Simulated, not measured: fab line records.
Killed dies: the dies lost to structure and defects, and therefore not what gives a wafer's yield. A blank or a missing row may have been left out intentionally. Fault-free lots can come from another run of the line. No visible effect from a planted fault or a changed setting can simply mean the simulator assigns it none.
One fault through the eyes of 2 desks | flow n5-finfet | numbers are kept per desk, each desk with only its own; the story behind them comes last

== FROM THE METROLOGY DESK ==
What the gauges read, lot by lot, whatever tool the lot ran on: means of the sampled wafers that have a number. A lot is out of limits, marked OUT, if its mean lies more than 4 standard deviations from the usual mean; the brackets give that distance. 7 of its 11 readings are shown: the first one out of limits and those lying furthest out on some lot.
Columns: A = M3_ILD_THK at N5_BEOL_M3_THK_MEAS_01, usual 79.0 nm; B = DIBL_N at N5_BEOL_M4_RC_MEAS_101, usual 36.5 mV/V; C = IOFF_N at N5_BEOL_M4_RC_MEAS_101, usual 0.160 nA/um; D = IOFF_P at N5_BEOL_M4_RC_MEAS_101, usual 0.217 nA/um; E = ION_P at N5_BEOL_M4_RC_MEAS_101, usual 464 uA/um; F = VT_N at N5_BEOL_M4_RC_MEAS_101, usual 250.0 mV; G = VT_P at N5_BEOL_M4_RC_MEAS_101, usual -250 mV
lot  | first seen here | A               | B    | C     | D     | E   | F     | G
L526 | day 7 03:35     | 79.1            | 35.0 | 0.145 | 0.201 | 463 | 250.4 | -250
L528 | day 7 19:45     | 79.8            | 34.5 | 0.147 | 0.214 | 469 | 250.4 | -249
L529 | day 8 00:49     | 78.2            | 36.7 | 0.176 | 0.250 | 472 | 246.6 | -246
L535 | day 9 04:07     | 79.3            | 37.9 | 0.187 | 0.236 | 466 | 246.4 | -250
L537 | day 10 01:58    | 79.2            | 36.5 | 0.149 | 0.220 | 467 | 250.2 | -248
L539 | day 10 17:28    | 129.3 (+55) OUT | -    | -     | -     | -   | -     | -
L541 | day 10 22:36    | 111.9 (+36) OUT | 35.3 | 0.123 | 0.158 | 452 | 255.3 | -256
L546 | day 12 04:37    | 78.9            | 35.4 | 0.142 | 0.218 | 465 | 250.9 | -247
L548 | day 12 23:25    | 79.4            | 36.7 | 0.169 | 0.218 | 462 | 248.0 | -251
Finding of this desk: L539, L541 out of limits, first seen on L539 at day 10 17:28 (M3_ILD_THK at N5_BEOL_M3_THK_MEAS_01). In limits: L526, L528, L529, L535, L537, L546, L548.

== THE TOOL OWNER'S DESK: pecvd-01 ==
The tool's own readings at N5_BEOL_M3_ILD_DEP_00 (deposits SiOC from DEMS/O2, target thk 79 nm, time 15.3 s): means of the sampled wafers that have a number, for each lot that ran on this tool. A lot is out of limits, marked OUT, if its mean lies more than 4 standard deviations from the usual mean; the brackets give that distance.
Columns: A = heater-power-w at N5_BEOL_M3_ILD_DEP_00, usual 449 W; B = showerhead-plenum-p-Torr at N5_BEOL_M3_ILD_DEP_00, usual 5.692 Torr; C = throttle-valve-pct at N5_BEOL_M3_ILD_DEP_00, usual 11.8 %
lot  | first seen here | A   | B     | C
L526 | day 7 03:30     | 459 | 5.669 | 11.5
L528 | day 7 19:41     | 448 | 5.692 | 11.8
L535 | day 9 04:02     | 412 | 5.703 | 11.7
L537 | day 10 01:54    | 428 | 5.703 | 11.8
L539 | day 10 17:24    | 446 | 5.704 | 12.0
L541 | day 10 22:32    | 410 | 5.700 | 11.8
This desk found nothing out of limits on any of the 6 lots.

== TAKEN TOGETHER ==
On L539, L541, the metrology desk was in a position to raise an alarm at day 10 17:28.
Nothing out of limits was seen by the tool owner's desk.
Tool owner's desk: L539, L541 on record, inside its limits.
Every lot named ran N5_BEOL_M3_ILD_DEP_00 on pecvd-01.

== WHAT THE SIMULATOR PUT IN ==
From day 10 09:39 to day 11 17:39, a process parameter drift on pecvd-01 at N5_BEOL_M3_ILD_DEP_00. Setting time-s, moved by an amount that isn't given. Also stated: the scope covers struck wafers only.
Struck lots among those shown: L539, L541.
Time in hours between the start of the fault and the first out-of-limits reading at each desk: metrology desk, 8.
